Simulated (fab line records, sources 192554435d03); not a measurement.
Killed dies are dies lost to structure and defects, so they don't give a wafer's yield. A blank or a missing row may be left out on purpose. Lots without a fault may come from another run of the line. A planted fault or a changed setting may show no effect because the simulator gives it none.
Chamber matching | flow n5_finfet | N5_BEOL_M11_ETCH_62 on rie_diel-06: 4 sister chambers
The step etches SOC in N2/H2, target depth 110 nm, overetch 22 nm, time 165 s. 18 wafers are shown with their chamber, then 9 later ones without.

WAFERS WITH THEIR CHAMBER
wafer  | chamber | drypump_motor_current_A (A) | showerhead_plenum_p_Torr (Torr) | oes_product_au (a.u.)
L076.1 | 3       | 5.90                        | 2.68                            | 0.71
L076.2 | 1       | 5.31                        | 2.51                            | 0.58
L076.4 | 2       | 5.41                        | 2.64                            | 0.61
L075.1 | 2       | 5.38                        | 2.64                            | 0.61
L075.2 | 1       | 5.30                        | 2.51                            | 0.58
L075.3 | 3       | 5.88                        | 2.67                            | 0.71
L080.4 | 2       | 5.43                        | 2.64                            | 0.61
L080.5 | 3       | 5.89                        | 2.67                            | 0.70
L080.6 | 1       | 5.29                        | 2.50                            | 0.58
L084.1 | 3       | 5.90                        | 2.67                            | 0.70
L084.2 | 2       | 5.41                        | 2.64                            | 0.60
L084.6 | 2       | 5.43                        | 2.64                            | 0.60
L085.1 | 3       | 5.91                        | 2.67                            | 0.70
L085.5 | 2       | 5.42                        | 2.63                            | 0.59
L085.6 | 1       | 5.30                        | 2.50                            | 0.58
L089.1 | 0       | 5.76                        | 2.51                            | 0.80
L089.3 | 1       | 5.29                        | 2.50                            | 0.57
L089.4 | 3       | 5.93                        | 2.66                            | 0.69

SIGNATURES (means of the wafers above)
reading                  | chamber 0 | chamber 1 | chamber 2 | chamber 3 | scatter within a chamber
drypump_motor_current_A  | 5.7600    | 5.2980    | 5.4133    | 5.9017    | 0.0158
showerhead_plenum_p_Torr | 2.5100    | 2.5040    | 2.6383    | 2.6700    | 0.00537
oes_product_au           | 0.8000    | 0.5780    | 0.6033    | 0.7017    | 0.00705
Rule: a wafer's distance from a chamber is the root of the sum, over the readings, of the square of ((its reading less the chamber's mean) divided by the reading's scatter). The wafer belongs to the nearest chamber; if the next one is less than 2 further off, it can't be placed. The scatter: the root of (the sum of the squares of (reading less its chamber's mean) over the shown wafers, divided by (wafers less chambers)).

WAFERS WITHOUT THEIR CHAMBER
wafer  | drypump_motor_current_A (A) | showerhead_plenum_p_Torr (Torr) | oes_product_au (a.u.)
L090.3 | 5.41                        | 2.63                            | 0.59
L090.5 | 5.92                        | 2.66                            | 0.68
L090.6 | 5.77                        | 2.50                            | 0.78
L091.1 | 5.78                        | 2.50                            | 0.78
L091.4 | 5.91                        | 2.66                            | 0.68
L091.5 | 5.44                        | 2.63                            | 0.59
L097.1 | 5.32                        | 2.50                            | 0.84
L097.2 | 5.41                        | 2.62                            | 0.58
L097.3 | 5.80                        | 2.50                            | 0.76

WHICH CHAMBER EACH WENT THROUGH
wafer  | from the rows above | in truth
L090.3 | 2                   | 2
L090.5 | 3                   | 3
L090.6 | 0                   | 0
L091.1 | 0                   | 0
L091.4 | 3                   | 3
L091.5 | 2                   | 2
L097.1 | 0                   | 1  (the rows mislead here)
L097.2 | 2                   | 2
L097.3 | 0                   | 0
Placed correctly: 8 of 9. Can't be placed from these rows: 0. Placed wrongly: 1.
